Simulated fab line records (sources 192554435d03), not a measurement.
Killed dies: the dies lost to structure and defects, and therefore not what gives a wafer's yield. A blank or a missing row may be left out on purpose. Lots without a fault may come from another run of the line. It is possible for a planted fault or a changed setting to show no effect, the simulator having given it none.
Lot-split experiment -- flow n5_finfet -- 21 wafers read from 7 lots, route of 1938 steps

THE SPLIT ITSELF
At N5_BEOL_M4_COAT_22 (resist thk 30 nm), the setting spin_rpm was moved away from the recipe's 1500 rpm on 11 of the 21 wafers read, by -8.0% to +11.1%. This setting was run at the recipe's value on the other wafers.

Reading taken at the split's own step.

THE READING
CAR-EUV_of_BEOL_M4_COAT_22.thk_nm (the simulator's own value, which no gauge read), in nm, at N5_BEOL_M4_COAT_22 (resist thk 30 nm). The file does not state a usual value for it. Across the 10 wafers here that went through the recipe, the average is 30.0 nm and the standard deviation 0.08 nm.

wafer,"tool, chamber at the split","spin_rpm as run, rpm",against the recipe,"CAR-EUV_of_BEOL_M4_COAT_22.thk_nm, nm",against lot-mates on the recipe
L074.3,"litho_track-01, 0",1500,recipe,30,-
L074.4,"litho_track-01, 0",1500,recipe,30,-
L074.6,"litho_track-01, 0",1666,+11.1%,28.4,-1.6
L075.2,"litho_track-04, 0",1500,recipe,30,-
L075.3,"litho_track-04, 0",1451,-3.3%,30.6,+0.6
L075.5,"litho_track-04, 0",1451,-3.3%,30.6,+0.6
L083.2,"litho_track-04, 0",1621,+8.1%,29,-1.0
L083.4,"litho_track-04, 0",1621,+8.1%,29,-1.0
L083.3,"litho_track-04, 0",1500,recipe,30,-
L088.2,"litho_track-02, 0",1500,recipe,30.2,-
L088.3,"litho_track-02, 0",1500,recipe,30,-
L088.5,"litho_track-02, 0",1500,recipe,30,-
L091.3,"litho_track-04, 0",1380,-8.0%,31.4,+1.4
L091.4,"litho_track-04, 0",1380,-8.0%,31.4,+1.4
L091.5,"litho_track-04, 0",1500,recipe,30,-
L096.1,"litho_track-04, 0",1500,recipe,30,-
L096.2,"litho_track-04, 0",1400,-6.7%,31.2,+1.2
L096.3,"litho_track-04, 0",1400,-6.7%,31,+1.0
L097.2,"litho_track-02, 0",1637,+9.1%,28.8,-1.4
L097.4,"litho_track-02, 0",1637,+9.1%,28.8,-1.4
L097.3,"litho_track-02, 0",1500,recipe,30.2,-

THE FIT
A straight line over all 21 wafers: CAR-EUV_of_BEOL_M4_COAT_22.thk_nm changes by -0.149 nm for each +1% of spin_rpm; r = -0.99; the points scatter about the line by 0.096 nm.
The same after taking each lot's own level away (the mean of its wafers on the recipe; 21 wafers): -0.154 nm for each +1%; r = -0.99; scatter 0.098 nm.
That fit puts the effect of the largest move of spin_rpm on the reading at 1.7 nm.
Across the lots, their own levels run from 30.00 to 30.20 nm, a range of 2.5 times the standard deviation given above.
The two slopes agree, so the slope changes little with the lot-to-lot level.
Check: -1.65 nm against its lot-mates is what the line predicts for one of the wafers moved furthest among these (+11.1%) when that wafer is left out of the fit. It came out at -1.6 nm against them.

FURTHER SPLITS ON THESE WAFERS
These wafers also went through other splits before the reading. Each is held against what the fit with the lots' levels taken away leaves over:
other split on the same wafers,wafers away from the commonest value,r with CAR-EUV_of_BEOL_M4_COAT_22.thk_nm (lot level and that fit taken away)
N5_BEOL_M3_ETCH_64 time_s,10,+0.37
N5_BEOL_M3_COAT_76 spin_rpm,9,-0.20
N5_BEOL_M3_EXPOSE_25 dose_mj,8,-0.05
N5_BEOL_M4_COAT_67 spin_rpm,8,+0.02

FILE'S OWN FIT
CAR-EUV_of_BEOL_M4_COAT_22.thk_nm changes by -0.151 nm for each +1% of spin_rpm, r = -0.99.
